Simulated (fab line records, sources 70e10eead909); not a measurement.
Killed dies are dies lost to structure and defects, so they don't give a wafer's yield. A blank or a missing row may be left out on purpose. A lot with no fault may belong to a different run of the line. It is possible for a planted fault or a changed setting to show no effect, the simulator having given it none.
fab line records	flow nandHarc	part 1 of 2: steps 1 to 24 of 38
record: lots: 5	wafers: 15	lastDay: 21
route steps=1159 shown P_STI@78 P_GATE@110
lots untouched by any fault: they come from a run of this same line in which no faults occurred
startH: start of the lot's first displayed wafer, in hours after the record's first day	waitH: time in hours since the lot's previous step	" repeats the value in the row above	L1.1+2: a row that stands for several wafers	- no value, or no start was given	* or withheld: withheld	< > ~ a bound
route shown NAME@n: a module of which the file shows steps, and the number in the route of the first	usual: average and standard deviation across the fault-free wafers	same: alike in all rows	chamber/n: place in a boat	sites: per-site readings	_std_site: how widely they spread, as a standard deviation	_edge_site: mean of outer sites minus mean of inner sites	radiusMm: how far each site lies from the wafer's centre	mask NAME#n: copy n	behind: tool/chamber where the wafer was last shaped	hold: reason for holding the lot/hours on hold/outcome of the hold	device: the n, p or np transistor that did not switch	end of line: the route-end tests of the same wafers	step lacking rows: just its recipe	killed: dies that structure and defects cost at the first sort, which is not the same as the wafer's yield	map: shows each die of a wafer: x if killed, . if not, _ if none is there
set.NAME: the run value of the setting; set.NAME@STEP: its run value at that earlier step	model.NAME: the simulator's own value behind a step, which no gauge read
lots at some steps of the route; a table a step, a row a wafer
services: a tool's chamber out of use, with start hour (startH, from the record's first day; less than 0 if before it), hours out, and reason
== steps ==
step: NHARC_P_STI_SOFTBAKE_04
recipe: tempC: 125	timeS: 70
usual: heaterPowerTotalW: 201.0/1.3	plateTempC: 125.02/0.14
lot.wafer	tool	chamber	startH	waitH	heaterPowerTotalW	plateTempC
L074.2	lithoTrack-03	0	-	-	200.0	125.11
L074.3	"	0	"	"	199.3	125.06
L074.5	"	0	"	"	201.9	125.05
L077.1	lithoTrack-07	0	-	-	202.5	125.06
L077.2	"	0	"	"	202.4	124.77
L077.4	"	0	"	"	202.4	125.13
L079.1	lithoTrack-03	0	-	-	199.4	125.08
L079.2	"	0	"	"	198.9	124.85
L079.4	"	0	"	"	202.4	125.10
L081.1	lithoTrack-05	0	-	-	199.2	124.87
L081.4	"	0	"	"	199.8	125.06
L081.6	"	0	"	"	199.2	125.03
L082.2	lithoTrack-05	0	-	-	199.5	125.14
L082.3	"	0	"	"	202.2	124.95
L082.6	"	0	"	"	199.0	125.21
step: NHARC_P_STI_EBR_05
lot.wafer	tool	chamber	startH	waitH
L074.2+3+5	lithoTrack-03	0	-	-
L077.1+2+4	lithoTrack-07	0	-	-
L079.1+2+4	lithoTrack-03	0	-	-
L081.1+4+6	lithoTrack-05	0	-	-
L082.2+3+6	lithoTrack-05	0	-	-
step: NHARC_P_STI_EXPOSE_06
recipe: na: 0.55	targetCdNm: 200	doseMj: 37.69	maskId: P_STI
lot.wafer	tool	chamber	startH	waitH	mask
L074.2+3+5	krfScanner-04	0	35.62	-	P_STI#0
L077.1+2+4	krfScanner-03	0	55.79	-	P_STI#0
L079.1+2+4	krfScanner-03	0	65.84	-	P_STI#0
L081.1+4+6	krfScanner-02	0	74.11	-	P_STI#0
L082.2+3+6	krfScanner-02	0	86.52	-	P_STI#0
step: NHARC_P_STI_PEB_07
recipe: pebTempC: 128	pebTimeS: 80
usual: heaterPowerTotalW: 189.8/0.76	plateTempC: 127.98/0.13
lot.wafer	tool	chamber	startH	waitH	heaterPowerTotalW	plateTempC
L074.2	lithoTrack-05	0	35.69	0.1	190.6	127.90
L074.3	"	0	"	"	188.6	127.99
L074.5	"	0	"	"	190.6	127.84
L077.1	lithoTrack-03	0	55.86	0.1	189.4	127.90
L077.2	"	0	"	"	188.7	127.92
L077.4	"	0	"	"	189.3	128.02
L079.1	lithoTrack-07	0	65.90	0.1	190.3	128.11
L079.2	"	0	"	"	189.1	127.97
L079.4	"	0	"	"	188.8	127.87
L081.1	lithoTrack-07	0	74.18	0.1	189.0	127.96
L081.4	"	0	"	"	189.7	128.15
L081.6	"	0	"	"	190.0	127.73
L082.2	lithoTrack-03	0	86.58	0.1	190.6	127.97
L082.3	"	0	"	"	188.6	127.88
L082.6	"	0	"	"	190.5	127.96
step: NHARC_P_STI_DEVELOP_08
recipe: timeS: 50	devTempC: 22
lot.wafer	tool	chamber	startH	waitH
L074.2+3+5	lithoTrack-05	0	-	-
L077.1+2+4	lithoTrack-03	0	-	-
L079.1+2+4	lithoTrack-07	0	-	-
L081.1+4+6	lithoTrack-07	0	-	-
L082.2+3+6	lithoTrack-03	0	-	-
step: NHARC_P_STI_CD_MEAS_09
recipe: targetCdNm: 200	landingEnergyEv: 500
usual: cdNm: 200.9/2
lot.wafer	tool	chamber	startH	waitH	cdNm
L074.2	cdSem-03	0	35.78	-	201.7
L074.3	"	0	"	"	199.8
L074.5	"	0	"	"	196.6
L077.1	cdSem-01	0	55.94	-	202.8
L077.2	"	0	"	"	200.1
L077.4	"	0	"	"	199.8
L079.1	cdSem-03	0	65.99	-	201.2
L079.2	"	0	"	"	202.4
L079.4	"	0	"	"	199.5
L081.1	cdSem-03	0	74.26	-	204.2
L081.4	"	0	"	"	202.6
L081.6	"	0	"	"	199.5
L082.2	cdSem-01	0	86.67	-	203.6
L082.3	"	0	"	"	199.0
L082.6	"	0	"	"	200.8
step: NHARC_P_STI_OVL_MEAS_10
usual: overlayXNm: -2/5.8	overlayYNm: 2/5.8
lot.wafer	tool	chamber	startH	waitH	overlayXNm	overlayYNm
L074.2	overlay-01	-	35.86	-	1	5
L074.3	"	-	"	"	0	4
L074.5	"	-	"	"	0	5
L077.1	overlay-01	-	56.03	-	-2	-4
L077.2	"	-	"	"	-2	-4
L077.4	"	-	"	"	-2	-4
L079.1	overlay-02	-	66.08	-	-16	7
L079.2	"	-	"	"	-16	7
L079.4	"	-	"	"	-16	6
L081.1	overlay-02	-	74.35	-	6	2
L081.4	"	-	"	"	6	1
L081.6	"	-	"	"	6	2
L082.2	overlay-01	-	86.75	-	-4	-3
L082.3	"	-	"	"	-4	-4
L082.6	"	-	"	"	-4	-3
step: NHARC_P_STI_INSPECT_11
usual: rawDefectCount: 5.3/2.8
lot.wafer	tool	chamber	startH	waitH	rawDefectCount
L074.2	defectInspect-02	-	35.90	0.0	4
L074.3	"	-	"	"	5
L074.5	"	-	"	"	5
L077.1	defectInspect-01	-	56.07	0.0	4
L077.2	"	-	"	"	5
L077.4	"	-	"	"	4
L079.1	defectInspect-02	-	66.11	0.0	3
L079.2	"	-	"	"	10
L079.4	"	-	"	"	3
L081.1	defectInspect-02	-	74.39	0.0	2
L081.4	"	-	"	"	3
L081.6	"	-	"	"	2
L082.2	defectInspect-02	-	86.79	0.0	7
L082.3	"	-	"	"	6
L082.6	"	-	"	"	7
step: NHARC_P_STI_HARDBAKE_13
recipe: tempC: 118	timeS: 65
usual: heaterPowerTotalW: 195.8/0.34	plateTempC: 118.01/0.15
lot.wafer	tool	chamber	startH	waitH	heaterPowerTotalW	plateTempC
L074.2	lithoTrack-07	0	35.96	0.1	195.3	118.03
L074.3	"	0	"	"	196.1	117.88
L074.5	"	0	"	"	196.0	117.85
L077.1	lithoTrack-05	0	56.13	0.1	196.1	117.78
L077.2	"	0	"	"	195.3	117.70
L077.4	"	0	"	"	196.1	117.69
L079.1	lithoTrack-03	0	66.17	0.1	195.9	118.11
L079.2	"	0	"	"	195.8	118.04
L079.4	"	0	"	"	196.2	117.80
L081.1	lithoTrack-07	0	74.44	0.1	195.1	118.12
L081.4	"	0	"	"	196.0	118.27
L081.6	"	0	"	"	196.2	118.12
L082.2	lithoTrack-03	0	86.85	0.1	196.1	117.94
L082.3	"	0	"	"	196.0	118.05
L082.6	"	0	"	"	195.7	118.09
step: NHARC_P_STI_DESCUM_14
recipe: timeS: 3	o2FlowSccm: 200	arFlowSccm: 0	biasPowerW: 0	chemistry: O2
usual: drypumpMotorCurrentA: 5.8/0.35	oesProductAu: 1.002/0.0087	rfVppV: 57.8/0.89	showerheadPlenumPTorr: 1.92/0.089	throttleValvePct: 11.312/0.0097
lot.wafer	tool	chamber	startH	waitH	drypumpMotorCurrentA	oesProductAu	rfHoursCounterH	rfVppV	showerheadPlenumPTorr	throttleValvePct
L074.3	rieDiel-08	1	36.05	-	5.6	0.992	5.7	56.9	1.97	11.312
L074.2	"	2	"	"	5.6	0.994	5.4	57.6	2.06	11.334
L074.5	"	0	"	"	5.5	0.986	-	56.6	1.84	11.335
L077.4	rieDiel-08	1	56.20	-	5.6	0.993	6.9	57.9	1.97	11.305
L077.2	"	3	"	"	5.8	1.008	4.0	57.7	1.80	11.316
L077.1	"	0	"	"	5.5	0.999	6.5	58.1	1.84	11.318
L079.1	rieDiel-02	3	66.25	-	5.9	1.015	1.5	59.7	1.93	11.306
L079.2	"	0	"	"	5.8	1.012	2.0	57.9	1.87	11.297
L079.4	"	2	"	"	5.1	1.015	1.7	58.2	2.04	11.323
L081.1	rieDiel-08	3	74.52	-	5.8	1.013	4.5	59.2	1.80	11.306
L081.4	"	2	"	"	5.6	0.991	7.1	58.7	2.06	11.313
L081.6	"	3	"	"	5.8	1.008	-	57.1	1.80	11.299
L082.3	rieDiel-08	0	86.93	-	5.5	1.000	7.8	56.7	1.84	11.320
L082.2	"	1	"	"	5.6	1.001	8.4	59.6	1.97	11.313
L082.6	"	3	"	"	5.8	1.006	-	57.3	1.80	11.322
step: NHARC_P_STI_ETCH_42
recipe: targetDepthA: 800	overetchA: 240	timeS: 61	ionEnergyEv: 200	n2FlowSccm: 150	h2FlowSccm: 150	arFlowSccm: 0	rfW: 400	biasW: 150	chemistry: N2/H2
usual: biasW: 150.0/0.43	drypumpMotorCurrentA: 5.8/0.36	oesProductAu: 1.003/0.0081	rfVppV: 430.8/2.8	showerheadPlenumPTorr: 2.05/0.098	throttleValvePct: 14.172/0.009
lot.wafer	tool	chamber	startH	waitH	biasW	drypumpMotorCurrentA	oesProductAu	rfHoursCounterH	rfVppV	showerheadPlenumPTorr	throttleValvePct
L074.3	rieDiel-08	2	36.13	0.1	150.1	5.6	1.003	5.4	435.3	2.20	14.179
L074.2	"	3	"	"	150.0	5.8	1.013	2.8	425.8	1.91	14.185
L074.5	"	1	"	"	150.2	5.6	0.995	-	431.0	2.10	14.181
L077.2	rieDiel-08	1	56.29	0.1	150.2	5.6	0.995	6.9	433.8	2.10	14.160
L077.1	"	2	"	"	150.5	5.6	0.988	6.5	434.0	2.20	14.165
L077.4	"	3	"	"	150.1	5.8	1.012	4.0	426.3	1.91	14.189
L079.4	rieDiel-02	1	66.33	0.1	150.3	6.4	1.006	2.1	431.0	2.03	14.163
L079.1	"	2	"	"	149.4	5.2	1.014	1.8	434.2	2.18	14.185
L079.2	"	0	"	"	150.1	5.8	1.021	2.0	431.3	1.99	14.159
L081.4	rieDiel-08	1	74.61	0.1	149.5	5.6	1.004	7.5	432.6	2.10	14.173
L081.1	"	2	"	"	149.4	5.6	0.996	7.1	434.8	2.20	14.183
L081.6	"	1	"	"	150.0	5.6	1.004	-	432.8	2.10	14.168
L082.3	rieDiel-08	0	87.02	0.1	150.5	5.5	0.991	7.9	428.4	1.96	14.174
L082.2	"	1	"	"	149.7	5.6	0.996	8.4	432.3	2.10	14.168
L082.6	"	3	"	"	150.6	5.8	1.010	-	427.0	1.91	14.169
step: NHARC_P_STI_ETCH_31
recipe: targetDepthA: 1089	timeS: 54.5	cf4FlowSccm: 100	chf3FlowSccm: 30	arFlowSccm: 0	rfW: 500	biasW: 200	chemistry: CF4/CHF3
usual: biasW: 199.9/0.58	cf4FlowSccm: 100.0/0.32	drypumpMotorCurrentA: 5.8/0.36	oesProductAu: 0.961/0.017	rfVppV: 370.7/2.2	showerheadPlenumPTorr: 1.58/0.068	throttleValvePct: 16.803/0.0097
lot.wafer	tool	chamber	startH	waitH	biasW	cf4FlowSccm	drypumpMotorCurrentA	oesProductAu	rfHoursCounterH	rfVppV	showerheadPlenumPTorr	throttleValvePct
L074.2	rieDiel-08	0	-	-	198.8	99.7	5.5	0.958	5.4	369.8	1.52	16.807
L074.3	"	1	"	"	199.8	100.4	5.6	0.968	5.7	370.8	1.61	16.794
L074.5	"	0	"	"	199.3	99.6	5.5	0.960	-	368.4	1.52	16.804
L077.4	rieDiel-08	3	-	-	199.9	100.5	5.8	0.958	4.0	367.7	1.48	16.817
L077.1	"	0	"	"	199.5	100.0	5.5	0.939	6.5	369.6	1.52	16.803
L077.2	"	1	"	"	200.2	100.3	5.6	0.941	6.9	373.1	1.61	16.800
L079.2	rieDiel-02	0	-	-	200.3	99.9	5.8	0.975	2.1	368.3	1.54	16.813
L079.4	"	2	"	"	199.0	100.3	5.1	0.982	1.8	372.3	1.67	16.819
L079.1	"	3	"	"	200.2	100.5	5.9	0.966	1.5	371.5	1.59	16.778
L081.4	rieDiel-08	2	-	-	199.6	100.0	5.6	0.985	7.1	374.4	1.68	16.819
L081.1	"	3	"	"	199.2	100.3	5.8	0.967	4.5	368.0	1.48	16.801
L081.6	"	0	"	"	199.1	100.2	5.5	0.954	-	369.7	1.52	16.805
L082.2	rieDiel-08	0	-	-	198.8	99.5	5.5	0.959	7.9	369.1	1.52	16.800
L082.3	"	2	"	"	199.3	99.7	5.6	0.962	8.1	374.8	1.68	16.805
L082.6	"	0	"	"	199.6	100.1	5.5	0.959	-	368.8	1.52	16.796
step: NHARC_P_STI_ETCH_15
recipe: targetDepthA: 3000	taperDeg: 4	timeS: 100.1	hbrFlowSccm: 150	cl2FlowSccm: 50	rfW: 400	icpW: 400	biasW: 100	chemistry: HBr/Cl2
usual: biasW: 100.1/0.34	drypumpMotorCurrentA: 5.9/0.46	heBacksideLeakSccm: 2.66/0.27	oesProductAu: 0.999/0.011	throttleValvePct: 26.406/0.009
lot.wafer	tool	chamber	startH	waitH	biasW	drypumpMotorCurrentA	heBacksideLeakSccm	oesProductAu	rfHoursCounterH	throttleValvePct
L074.2	rieSi-01	0	36.35	-	99.8	5.5	2.71	0.998	0.5	26.392
L074.3	"	1	"	"	99.4	6.6	2.70	1.001	0.6	26.410
L074.5	"	3	"	"	100.1	6.2	2.61	1.002	-	26.422
L077.2	rieSi-02	0	56.48	-	100.4	6.5	2.36	1.003	0.1	26.395
L077.4	"	2	"	"	100.2	6.0	3.03	1.002	0.2	26.402
L077.1	"	3	"	"	100.5	5.4	2.36	0.973	0.1	26.412
L079.2	rieSi-01	2	66.52	-	100.2	5.6	2.64	0.989	0.8	26.404
L079.4	"	0	"	"	100.0	5.5	3.05	0.999	0.7	26.403
L079.1	"	1	"	"	99.9	6.6	2.80	0.979	0.9	26.411
L081.4	rieSi-02	1	74.81	-	99.4	5.9	2.36	1.002	0.3	26.402
L081.1	"	3	"	"	99.7	5.4	2.56	0.978	0.3	26.386
L081.6	"	0	"	"	100.6	6.6	2.38	0.994	-	26.420
L082.3	rieSi-02	1	87.20	-	99.7	6.0	2.58	1.012	0.4	26.390
L082.2	"	0	"	"	100.2	6.5	2.44	0.994	0.3	26.407
L082.6	"	1	"	"	99.6	5.9	2.40	1.024	-	26.414
step: NHARC_P_STI_CD_MEAS_16
usual: cdNm: 200.3/2.4
lot.wafer	tool	chamber	startH	waitH	cdNm
L074.2	cdSem-03	-	36.49	-	201.2
L074.3	"	-	"	"	201.1
L074.5	"	-	"	"	195.4
L077.1	cdSem-03	-	56.64	-	202.8
L077.2	"	-	"	"	199.0
L077.4	"	-	"	"	199.2
L079.1	cdSem-01	-	66.69	-	202.0
L079.2	"	-	"	"	201.4
L079.4	"	-	"	"	197.2
L081.1	cdSem-01	-	74.96	-	205.5
L081.4	"	-	"	"	203.2
L081.6	"	-	"	"	198.7
L082.2	cdSem-01	-	87.37	-	203.2
L082.3	"	-	"	"	199.3
L082.6	"	-	"	"	199.9
step: NHARC_P_STI_OCD_MEAS_17
usual: trenchDepthNm: 300/4.9	trenchFootCdNm: 158.9/2.3
lot.wafer	tool	chamber	startH	waitH	trenchDepthNm	trenchFootCdNm
L074.2	ocd-02	-	36.58	0.1	298	160.0
L074.3	"	-	"	"	301	157.4
L074.5	"	-	"	"	305	153.8
L077.1	ocd-02	-	56.73	0.1	287	162.8
L077.2	"	-	"	"	300	158.0
L077.4	"	-	"	"	302	158.0
L079.1	ocd-02	-	66.77	0.1	294	159.9
L079.2	"	-	"	"	294	161.2
L079.4	"	-	"	"	297	158.1
L081.1	ocd-02	-	75.05	0.1	289	163.7
L081.4	"	-	"	"	303	160.0
L081.6	"	-	"	"	298	158.0
L082.2	ocd-01	-	87.45	0.1	301	161.4
L082.3	"	-	"	"	307	156.1
L082.6	"	-	"	"	311	157.4
step: NHARC_P_STI_STRIP_19
recipe: timeS: 900	tempC: 130	chemistry: SPM
lot.wafer	tool	chamber	startH	waitH
L074.3+5+2	wetBench-06	1,2,4	36.65	0.1
L077.2+1+4	wetBench-06	6,7,3	56.78	0.1
L079.2+1+4	wetBench-01	3,4,5	66.85	0.1
L081.1+6+4	wetBench-01	3,6,7	75.11	0.1
L082.3+2+6	wetBench-01	3,4,5	87.52	0.1
step: NHARC_P_STI_PRECLEAN_32
recipe: timeS: *	tempC: 50	bathAgeMin: 0	chemistry: SC1
lot.wafer	tool	chamber	startH	waitH
L074.3+5+2	wetBench-06	1,2,4	-	-
L077.2+1+4	wetBench-06	6,7,3	-	-
L079.2+1+4	wetBench-01	3,4,5	-	-
L081.1+6+4	wetBench-01	3,6,7	-	-
L082.3+2+6	wetBench-01	3,4,5	-	-
step: NHARC_P_STI_SRD_23
lot.wafer	tool	chamber	startH	waitH
L074.3+5+2	wetBench-06	1,2,4	-	-
L077.2+1+4	wetBench-06	6,7,3	-	-
L079.2+1+4	wetBench-01	3,4,5	-	-
L081.1+6+4	wetBench-01	3,6,7	-	-
L082.3+2+6	wetBench-01	3,4,5	-	-
step: NHARC_P_STI_OCD_MEAS_43
usual: trenchDepthNm: 300/5	trenchFootCdNm: 158.9/2.2
lot.wafer	tool	chamber	startH	waitH	trenchDepthNm	trenchFootCdNm
L074.2	ocd-01	-	37.09	-	297	161.0
L074.3	"	-	"	"	301	157.2
L074.5	"	-	"	"	306	153.9
L077.1	ocd-01	-	57.23	-	287	162.6
L077.2	"	-	"	"	300	158.3
L077.4	"	-	"	"	301	157.2
L079.1	ocd-01	-	67.28	-	294	160.3
L079.2	"	-	"	"	295	161.2
L079.4	"	-	"	"	297	158.1
L081.1	ocd-02	-	75.56	-	288	164.0
L081.4	"	-	"	"	304	160.0
L081.6	"	-	"	"	298	157.9
L082.2	ocd-02	-	87.96	-	301	161.5
L082.3	"	-	"	"	307	155.9
L082.6	"	-	"	"	311	156.7
step: NHARC_P_STI_OXIDE_33
recipe: targetThkA: 100	tempC: 1000	oxTimeS: 281	material: SiO2
usual: spikeTcUpperC: 1000.9/1.5	zonePowerCentrePct: 22.9/2.3	zonePowerTopPct: 39/3.6
lot.wafer	tool	chamber	startH	waitH	spikeTcUpperC	zonePowerCentrePct	zonePowerTopPct
L074.2	furnace-07	0	41.41	4.3	1001.6	20.6	36
L074.3	"	0	"	"	1003.8	21.3	34
L074.5	"	0	"	"	1001.4	21.2	35
L077.1	furnace-08	0	65.36	8.1	1002.1	21.8	39
L077.2	"	0	"	"	1000.9	21.8	39
L077.4	"	0	"	"	1000.8	21.6	38
L079.1	furnace-07	0	71.02	3.7	1003.2	21.2	35
L079.2	"	0	"	"	1000.1	20.9	35
L079.4	"	0	"	"	1002.5	21.2	35
L081.1	furnace-07	0	79.08	3.5	1001.3	21.2	35
L081.4	"	0	"	"	1000.6	20.9	35
L081.6	"	0	"	"	1001.2	21.2	35
L082.2	furnace-06	0	93.38	5.4	999.7	25.6	43
L082.3	"	0	"	"	997.7	26.4	43
L082.6	"	0	"	"	999.7	25.6	44
step: NHARC_P_STI_HDPCVD_20
recipe: targetThkA: withheld	sigmaOpenFrac: withheld	material: SiO2
lot.wafer	tool	chamber	startH	waitH
L074.2+3+5	hdpcvd-01	0,1,0	46.34	0.5
L077.1+2+4	hdpcvd-01	0,1,1	70.56	0.9
L079.1+2+4	hdpcvd-01	1,0,1	75.74	0.4
L081.1+4+6	hdpcvd-01	1,0,0	84.32	1.0
L082.2+3+6	hdpcvd-01	1,1,0	98.07	0.4
step: NHARC_P_STI_ANNEAL_34
recipe: tempC: 1000	timeS: 1800
usual: spikeTcUpperC: 1000.9/1.4	zonePowerCentrePct: 22.7/2.2	zonePowerTopPct: 39/3.3
lot.wafer	tool	chamber	startH	waitH	spikeTcUpperC	zonePowerCentrePct	zonePowerTopPct
L074.2	furnace-06	0	54.56	8.1	999.2	25.8	43
L074.3	"	0	"	"	1000.6	26.5	44
L074.5	"	0	"	"	998.4	25.9	44
L077.1	furnace-08	0	77.77	7.1	1001.6	20.9	38
L077.2	"	0	"	"	1002.4	21.9	38
L077.4	"	0	"	"	1001.1	21.5	39
L079.1	furnace-08	0	77.77	2.0	1001.5	21.8	38
L079.2	"	0	"	"	1000.6	21.2	39
L079.4	"	0	"	"	1001.5	21.3	38
L081.1	furnace-06	0	88.83	4.4	999.8	26.1	42
L081.4	"	0	"	"	999.1	26.1	43
L081.6	"	0	"	"	1000.1	25.8	43
L082.2	furnace-07	0	102.27	4.1	1002.2	21.1	34
L082.3	"	0	"	"	1001.1	20.9	35
L082.6	"	0	"	"	999.7	21.0	35
step: NHARC_P_STI_CMP_21
recipe: tOverpolishS: 20	targetThkNm: 380.67
usual: motorCurrentA: 12.0/1.1	overpolishRunS: 20.000/0.0096	retainingRingPressureFrac: 1.000/0.0052
lot.wafer	tool	chamber	startH	waitH	motorCurrentA	overpolishRunS	retainingRingPressureFrac
L074.2	cmp-04	1	59.51	0.4	11.0	19.985	0.996
L074.3	"	2	"	"	10.7	19.996	1.006
L074.5	"	2	"	"	10.6	19.997	0.995
L077.4	cmp-04	2	82.65	0.4	10.2	20.017	0.997
L077.1	"	3	"	"	11.8	19.992	0.999
L077.2	"	0	"	"	12.3	20.010	0.996
L079.4	cmp-03	3	82.80	0.5	11.4	19.987	1.002
L079.1	"	1	"	"	14.8	20.013	0.996
L079.2	"	2	"	"	12.2	20.006	0.998
L081.4	cmp-01	2	93.77	0.4	12.6	20.006	0.989
L081.1	"	0	"	"	11.4	19.989	0.992
L081.6	"	3	"	"	11.6	20.006	1.002
L082.2	cmp-01	0	107.17	0.4	11.9	20.002	0.990
L082.3	"	1	"	"	11.2	20.001	1.002
L082.6	"	2	"	"	13.2	20.013	0.991
step: NHARC_P_STI_SRD_35
lot.wafer	tool	chamber	startH	waitH
L074.3+5+2	wetBench-05	5,6,0	59.82	0.0
L077.2+1+4	wetBench-01	5,7,1	82.95	0.0
L079.4+2+1	wetBench-05	5,0,2	83.10	0.0
L081.1+6+4	wetBench-01	0,1,4	94.07	0.0
L082.2+6+3	wetBench-01	0,1,2	107.42	0.0
